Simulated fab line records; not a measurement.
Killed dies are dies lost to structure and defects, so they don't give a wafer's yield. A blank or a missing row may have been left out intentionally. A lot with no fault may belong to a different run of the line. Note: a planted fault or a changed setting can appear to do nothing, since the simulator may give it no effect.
Which tool is to blame? || flow nandHarc || 12 lots, 36 wafers sampled, at 3 steps of a route of 1302

WHAT THE GAUGES READ, wafer by wafer
NHARC_A_CHANNEL_HOLE_D2_CD_MEAS_31.
{"lot": "L075", "measured": "day 14 01:38", "on": "cdSem-02", "cdNm (nm)": "90.0 89.3 89.2"}
{"lot": "L077", "measured": "day 14 14:42", "on": "cdSem-03", "cdNm (nm)": "88.4 89.7 89.0"}
{"lot": "L078", "measured": "day 14 23:54", "on": "cdSem-01", "cdNm (nm)": "89.6 91.2 90.4"}
{"lot": "L081", "measured": "day 16 07:29", "on": "cdSem-03", "cdNm (nm)": "89.8 89.9 90.5"}
{"lot": "L083", "measured": "day 17 19:33", "on": "cdSem-03", "cdNm (nm)": "90.7 90.1 90.5"}
{"lot": "L084", "measured": "day 18 00:55", "on": "cdSem-02", "cdNm (nm)": "89.9 90.9 89.9"}
{"lot": "L087", "measured": "day 19 10:43", "on": "cdSem-02", "cdNm (nm)": "90.1 91.1 90.4"}
{"lot": "L089", "measured": "day 20 03:46", "on": "cdSem-02", "cdNm (nm)": "90.9 89.0 89.7"}
{"lot": "L090", "measured": "day 20 15:59", "on": "cdSem-03", "cdNm (nm)": "89.6 91.3 88.5"}
{"lot": "L093", "measured": "day 21 07:23", "on": "cdSem-01", "cdNm (nm)": "89.7 91.2 89.2"}
{"lot": "L095", "measured": "day 22 09:10", "on": "cdSem-03", "cdNm (nm)": "90.5 88.6 90.4"}
{"lot": "L097", "measured": "day 23 08:40", "on": "cdSem-03", "cdNm (nm)": "88.4 90.4 89.9"}

WHICH TOOL RAN EACH LOT (tool, then ch and the chambers of the sampled wafers, then the start)
{"lot": "L075", "NHARC_A_CHANNEL_HOLE_D2_ETCH_21": "harEtch-01 ch 1, day 13 20:31", "NHARC_A_CHANNEL_HOLE_D2_ETCH_26": "harEtch-01 ch 1, day 13 23:53"}
{"lot": "L077", "NHARC_A_CHANNEL_HOLE_D2_ETCH_21": "harEtch-02 ch 0,1, day 14 09:48", "NHARC_A_CHANNEL_HOLE_D2_ETCH_26": "harEtch-02 ch 0,1, day 14 13:04"}
{"lot": "L078", "NHARC_A_CHANNEL_HOLE_D2_ETCH_21": "harEtch-02 ch 0,1, day 14 18:49", "NHARC_A_CHANNEL_HOLE_D2_ETCH_26": "harEtch-02 ch 0,1, day 14 22:10"}
{"lot": "L081", "NHARC_A_CHANNEL_HOLE_D2_ETCH_21": "harEtch-02 ch 0,1, day 16 02:21", "NHARC_A_CHANNEL_HOLE_D2_ETCH_26": "harEtch-02 ch 0,1, day 16 05:43"}
{"lot": "L083", "NHARC_A_CHANNEL_HOLE_D2_ETCH_21": "harEtch-02 ch 0,1, day 17 14:10", "NHARC_A_CHANNEL_HOLE_D2_ETCH_26": "harEtch-02 ch 0,1, day 17 17:32"}
{"lot": "L084", "NHARC_A_CHANNEL_HOLE_D2_ETCH_21": "harEtch-01 ch 0,1, day 17 19:56", "NHARC_A_CHANNEL_HOLE_D2_ETCH_26": "harEtch-01 ch 0,1, day 17 23:13"}
{"lot": "L087", "NHARC_A_CHANNEL_HOLE_D2_ETCH_21": "harEtch-02 ch 0,1, day 19 05:38", "NHARC_A_CHANNEL_HOLE_D2_ETCH_26": "harEtch-02 ch 0,1, day 19 08:59"}
{"lot": "L089", "NHARC_A_CHANNEL_HOLE_D2_ETCH_21": "harEtch-01 ch 0,1, day 19 22:45", "NHARC_A_CHANNEL_HOLE_D2_ETCH_26": "harEtch-01 ch 0,1, day 20 02:03"}
{"lot": "L090", "NHARC_A_CHANNEL_HOLE_D2_ETCH_21": "harEtch-01 ch 0,1, day 20 11:05", "NHARC_A_CHANNEL_HOLE_D2_ETCH_26": "harEtch-01 ch 0,1, day 20 14:20"}
{"lot": "L093", "NHARC_A_CHANNEL_HOLE_D2_ETCH_21": "harEtch-02 ch 0,1, day 21 02:27", "NHARC_A_CHANNEL_HOLE_D2_ETCH_26": "harEtch-02 ch 0,1, day 21 05:43"}
{"lot": "L095", "NHARC_A_CHANNEL_HOLE_D2_ETCH_21": "harEtch-02 ch 0,1, day 22 03:59", "NHARC_A_CHANNEL_HOLE_D2_ETCH_26": "harEtch-02 ch 0,1, day 22 07:19"}
{"lot": "L097", "NHARC_A_CHANNEL_HOLE_D2_ETCH_21": "harEtch-01 ch 0,1, day 23 03:33", "NHARC_A_CHANNEL_HOLE_D2_ETCH_26": "harEtch-01 ch 0,1, day 23 06:55"}
- NHARC_A_CHANNEL_HOLE_D2_ETCH_21: etches the open film in C4F8/O2/Ar, time 514.3 s, target depth 1600 nm.
- NHARC_A_CHANNEL_HOLE_D2_ETCH_26: etches the open film in C4F8/O2/Ar, time 224.1 s, target depth 300 nm.

THE ANSWER, worked out from the rows above alone
Rule: the usual values come from the lots themselves. The widest of any qualifying gaps counts: lots, ordered by their means at a reading, are off when they make up no more than a third of the lots, leave a main group of 4 or more, and stand apart from it by 3 or more times the standard deviation of that group's means. Not used: any main group whose means are identical at the precision the tables above print for the reading. Also off: a lot with no number at a reading for which 4 or more lots have one. Any other lot the step has rows for is counted as sound.
No lot is off on any of the readings shown, so nothing can be concluded from this.

WHAT WAS PUT IN BY THE SIMULATOR
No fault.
